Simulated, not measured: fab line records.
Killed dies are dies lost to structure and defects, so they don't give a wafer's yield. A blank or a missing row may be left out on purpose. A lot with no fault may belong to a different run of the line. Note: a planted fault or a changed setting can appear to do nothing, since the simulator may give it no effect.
Comparing a struck lot with a sound one ; flow nandHarc ; 17 steps out of a route of 1302
Sound: wafers L782.2, L782.4, L782.6. Wafers L788.3, L788.5, L788.6 were the ones struck. The cause is given at the end.
For every step that has rows: the tool of each side, followed by ch and its chambers, followed by its first start. Under that, the readings that differ: sound wafers ; struck wafers ; difference of the means ; sigmas: that difference in standard deviations of wafers without a fault.
alike: words and numbers the same on both sides, and readings whose means are apart by under 2 such deviations; not compared: readings that were withheld, readings missing a value for some wafer, numbers with overlapping values and no deviation given by the record, and bounds like >300 which may hide the same value.
A row with sigmas, a row that says differs or no value, or rows on one side alone: a step with any of these is where the two part. When numbers do not overlap yet have no deviation, they are printed without sigmas and do not part them. A reading missing from all wafers of one side parts the sides only when that side holds two or more wafers.

NHARC_P_M2_INSPECT_11:
  sound: defectInspect-01 at day 10 16:54; struck: defectInspect-02 at day 13 12:37
  alike: rawDefectCount
then, 3 steps without rows for these wafers: NHARC_P_M2_DESCUM_14 (chemistry O2, time 3 s); NHARC_P_M2_ETCH_35 (etches the open film in N2/H2, target depth 40 nm, overetch 12 nm, time 43.94 s); NHARC_P_M2_ETCH_15 (etches the open film in C4F8/Ar, target depth 182.5 nm, time 91.2 s).
NHARC_P_M2_CD_MEAS_16:
  sound: cdSem-03 at day 10 17:19; struck: cdSem-02 at day 13 13:00
  alike: cdNm
NHARC_P_M2_STRIP_18: strips in N2/H2.
  sound on rieDiel-04 ch 1,3, day 10 17:23; struck on rieDiel-11 ch 0,1, day 13 13:05
  alike: drypumpMotorCurrentA, oesProductAu, rfVppV, showerheadPlenumPTorr, throttleValvePct
  not compared: rfHoursCounterH
NHARC_P_M2_ETCH_28: etches the open film in CF4/N2, target depth 30 nm, time 72.99 s.
  sound on rieDiel-04 ch 2,3; struck on rieDiel-11 ch 1,2
  alike: drypumpMotorCurrentA, oesProductAu, rfVppV, showerheadPlenumPTorr, throttleValvePct
  not compared: rfHoursCounterH
then, 1 step without rows for these wafers: NHARC_P_M2_STRIP_19 (strips in post etch residue remover, time 600 s).
NHARC_P_M2_DEGAS_29: time 60 s.
  sound: pvdSputter-02 at day 10 18:01; struck: pvdSputter-02 at day 13 13:44
  alike: heaterPowerW
then, 1 step without rows for these wafers: NHARC_P_M2_PRE_CLEAN_30 (time 30 s).
NHARC_P_M2_PVD_20: deposits TaN, target thk 5 nm, time 8.06 s.
  sound on pvdSputter-02; struck on pvdSputter-02
  alike: cathodeDcPowerW, substrateTempC, throttleValvePct
then, 1 step without rows for these wafers: NHARC_P_M2_PVD_21 (deposits Cu, target thk 30 nm, time 20.49 s).
NHARC_P_M2_ECD_22: material Cu, target thk 400 nm.
  sound on ecdCu-02 ch 0,1, day 10 18:26; struck on ecdCu-02 ch 0,1, day 13 14:10
  no value came back on the struck wafers for bathHeatDutyPct (%), bathTempC (C); on the sound wafers bathHeatDutyPct (%) reads 6.8 6.0 5.8
NHARC_P_M2_ANNEAL_31: time 90 s.
  sound on rtpAnneal-01 ch 0, day 10 18:49; struck on rtpAnneal-02 ch 0, day 13 14:34
reading;sound;struck;difference;sigmas
annealTempC (C);224.68 224.82 224.70;225.07 225.09 225.18;+0.38;+2
  alike: wafer_temp_C_max
NHARC_P_M2_CMP_23: polishes, t overpolish 20 s, target thk 144.3 nm.
  sound on cmp-04 ch 0,1, day 10 19:06; struck on cmp-03 ch 1,2,3, day 13 14:53
reading;sound;struck;difference;sigmas
timeToEndpointS (s);32 28 27;3 0 6;-26;-8
  alike: motorCurrentA
NHARC_P_M2_THK_MEAS_24: measures by xrf.
  sound: filmMetro-01 at day 10 19:25; struck: filmMetro-02 at day 13 15:17
reading;sound;struck;difference;sigmas
thkNm (nm);143.8 144.2 143.1;31.2 30.8 29.2;-113.3;-71
  not compared: hold
NHARC_END_SORT_01:
  the record has rows for the sound wafers here (prober-02 ch 0, day 28 17:02) and none for the struck ones

WHERE THEY PART
At NHARC_P_M2_ECD_22 first; at NHARC_END_SORT_01 last (within this record only).

WHY: whatever the simulator had introduced
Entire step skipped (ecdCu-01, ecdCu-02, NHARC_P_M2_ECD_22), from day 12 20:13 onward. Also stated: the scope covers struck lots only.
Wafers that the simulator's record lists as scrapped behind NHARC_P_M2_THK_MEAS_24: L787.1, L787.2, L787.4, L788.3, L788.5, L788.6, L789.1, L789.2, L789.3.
